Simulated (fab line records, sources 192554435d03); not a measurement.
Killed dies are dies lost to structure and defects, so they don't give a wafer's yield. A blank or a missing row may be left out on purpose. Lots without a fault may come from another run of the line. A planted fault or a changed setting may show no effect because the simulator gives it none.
Chamber matching | flow n5_finfet | N5_MOL_CONTACT_COAG_DESCUM_88 on rie_diel-05: 4 sister chambers
The step chemistry O2, time 7 s. 8 wafers are shown with their chamber, then 10 later ones without.

WAFERS WITH THEIR CHAMBER
wafer  | chamber | drypump_motor_current_A (A) | throttle_valve_pct (%)
L081.2 | 3       | 5.7                         | 20.80
L081.6 | 1       | 5.1                         | 20.05
L082.1 | 2       | 5.9                         | 20.52
L085.1 | 2       | 5.9                         | 20.55
L085.4 | 3       | 5.7                         | 20.82
L085.5 | 0       | 6.4                         | 20.15
L089.2 | 0       | 6.4                         | 20.16
L089.3 | 1       | 5.0                         | 20.08

WAFERS WITHOUT THEIR CHAMBER
wafer  | drypump_motor_current_A (A) | throttle_valve_pct (%)
L089.4 | 6.0                         | 20.54
L094.1 | 6.0                         | 20.19
L094.2 | 5.1                         | 20.11
L094.4 | 5.9                         | 20.20
L095.2 | 6.4                         | 20.17
L095.3 | 5.9                         | 20.18
L095.6 | 5.9                         | 20.19
L096.3 | 5.9                         | 20.19
L096.4 | 5.9                         | 20.20
L096.5 | 6.4                         | 20.16

WHICH CHAMBER EACH WENT THROUGH
wafer  | from the rows above | in truth
L089.4 | 2                   | 2
L094.1 | 0                   | 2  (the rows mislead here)
L094.2 | 1                   | 1
L094.4 | 0                   | 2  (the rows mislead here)
L095.2 | 0                   | 0
L095.3 | 0                   | 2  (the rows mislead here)
L095.6 | 0                   | 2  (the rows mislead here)
L096.3 | 0                   | 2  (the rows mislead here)
L096.4 | 0                   | 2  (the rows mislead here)
L096.5 | 0                   | 0
Placed correctly: 4 of 10. Can't be placed from these rows: 0. Placed wrongly: 6.
How it was worked out, from the rows above alone: a wafer's distance from a chamber is the root of the sum, over the readings, of the square of ((its reading less the chamber's mean) divided by the reading's scatter). The wafer belongs to the nearest chamber; if the next one is less than 2 further off, it can't be placed. A chamber's mean is the mean of its shown wafers. The scatter: the root of (the sum of the squares of (reading less its chamber's mean) over the shown wafers, divided by (wafers less chambers)).
